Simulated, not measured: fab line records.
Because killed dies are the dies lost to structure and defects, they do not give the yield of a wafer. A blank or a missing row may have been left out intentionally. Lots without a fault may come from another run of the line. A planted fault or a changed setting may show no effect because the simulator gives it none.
Chamber matching || flow n5_finfet || rie_diel-05 running N5_BEOL_M10_STRIP_36: 4 sister chambers
The step strips in N2/H2. 4 wafers are shown with their chamber, then 7 later ones without.

WAFERS WITH THEIR CHAMBER
{"wafer": "L074.5", "chamber": 3, "showerhead_plenum_p_Torr (Torr)": 2.62}
{"wafer": "L087.2", "chamber": 1, "showerhead_plenum_p_Torr (Torr)": 2.48}
{"wafer": "L091.2", "chamber": 0, "showerhead_plenum_p_Torr (Torr)": 2.45}
{"wafer": "L091.3", "chamber": 2, "showerhead_plenum_p_Torr (Torr)": 2.44}

WAFERS WITHOUT THEIR CHAMBER
{"wafer": "L091.5", "showerhead_plenum_p_Torr (Torr)": 2.48}
{"wafer": "L095.1", "showerhead_plenum_p_Torr (Torr)": 2.44}
{"wafer": "L095.3", "showerhead_plenum_p_Torr (Torr)": 2.47}
{"wafer": "L095.5", "showerhead_plenum_p_Torr (Torr)": 2.60}
{"wafer": "L097.2", "showerhead_plenum_p_Torr (Torr)": 2.47}
{"wafer": "L097.3", "showerhead_plenum_p_Torr (Torr)": 2.44}
{"wafer": "L097.5", "showerhead_plenum_p_Torr (Torr)": 2.44}

THE CHAMBER EACH PASSED THROUGH
{"wafer": "L091.5", "from the rows above": 1, "in truth": 1}
{"wafer": "L095.1", "from the rows above": "can't be placed: 2 or 0", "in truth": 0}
{"wafer": "L095.3", "from the rows above": "can't be placed: 1 or 0", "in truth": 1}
{"wafer": "L095.5", "from the rows above": 3, "in truth": 3}
{"wafer": "L097.2", "from the rows above": "can't be placed: 1 or 0", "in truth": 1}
{"wafer": "L097.3", "from the rows above": "can't be placed: 2 or 0", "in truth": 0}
{"wafer": "L097.5", "from the rows above": "can't be placed: 2 or 0", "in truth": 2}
2 of 7 placed correctly. Unplaceable from these rows: 5, with the true chamber sitting among the candidates in 5. Placed wrongly: 0.
How it was worked out, from the rows above alone: a wafer's distance from a chamber is the root of the sum, over the readings, of the square of ((its reading less the chamber's mean) divided by the reading's scatter). The wafer belongs to the nearest chamber; if the next one is less than 2 further off, it can't be placed. Each chamber's mean is taken over the wafers shown for it. The scatter (one wafer shown for each chamber): square how far every hidden wafer sits from the nearest shown wafer, average those squares and take the square root.
